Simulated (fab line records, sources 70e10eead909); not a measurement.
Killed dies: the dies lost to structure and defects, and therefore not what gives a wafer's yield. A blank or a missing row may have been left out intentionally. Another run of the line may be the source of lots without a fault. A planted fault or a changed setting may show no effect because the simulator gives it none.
Chamber matching | flow nandHarc | NHARC_A_STAIRCASE_CMP_472 on cmp-01: 4 sister chambers
The step polishes SiO2. 20 wafers are shown with their chamber, then 10 later ones without.

== WAFERS PAIRED WITH THEIR CHAMBERS ==
wafer  | chamber | motorCurrentA (A)
L074.2 | 0       | 11.3
L074.3 | 3       | 12.8
L074.6 | 2       | 8.8
L075.3 | 1       | 9.9
L075.5 | 0       | 11.7
L075.6 | 3       | 12.6
L079.1 | 3       | 12.5
L079.2 | 2       | 8.8
L079.3 | 0       | 11.2
L079.4 | 1       | 9.8
L079.5 | 3       | 12.2
L079.6 | 0       | 11.0
L080.2 | 2       | 8.6
L080.4 | 0       | 11.6
L080.6 | 3       | 12.9
L081.2 | 0       | 11.0
L081.3 | 2       | 8.3
L081.5 | 3       | 12.0
L086.3 | 1       | 10.4
L086.4 | 2       | 8.5

SIGNATURES (means of the wafers above)
reading       | chamber 0 | chamber 1 | chamber 2 | chamber 3 | scatter within a chamber
motorCurrentA | 11.300    | 10.033    | 8.600     | 12.500    | 0.299
Rule: a wafer's distance from a chamber is the root of the sum, over the readings, of the square of ((its reading less the chamber's mean) divided by the reading's scatter). If the next closest chamber is less than 2 further off than the closest, the wafer can't be placed; otherwise it belongs to the closest. The scatter: take each reading less its chamber's mean, square it, sum over the shown wafers, divide by the number of wafers less the number of chambers, and take the root.

== WAFERS MISSING THEIR CHAMBER ==
wafer  | motorCurrentA (A)
L086.6 | 10.3
L088.3 | 11.0
L088.4 | 13.2
L088.6 | 11.0
L089.1 | 11.3
L089.2 | 10.0
L089.6 | 12.0
L097.1 | 8.6
L097.2 | 11.2
L097.5 | 11.9

== CHAMBER TAKEN BY EACH ==
wafer  | from the rows above     | in truth
L086.6 | 1                       | 1
L088.3 | 0                       | 0
L088.4 | 3                       | 3
L088.6 | 0                       | 0
L089.1 | 0                       | 0
L089.2 | 1                       | 1
L089.6 | can't be placed: 3 or 0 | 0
L097.1 | 2                       | 2
L097.2 | 0                       | 0
L097.5 | can't be placed: 0 or 3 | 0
Correctly placed: 8 of 10. Not placeable from these rows: 2 (in 2, the candidates include the true chamber). 0 placed wrongly.
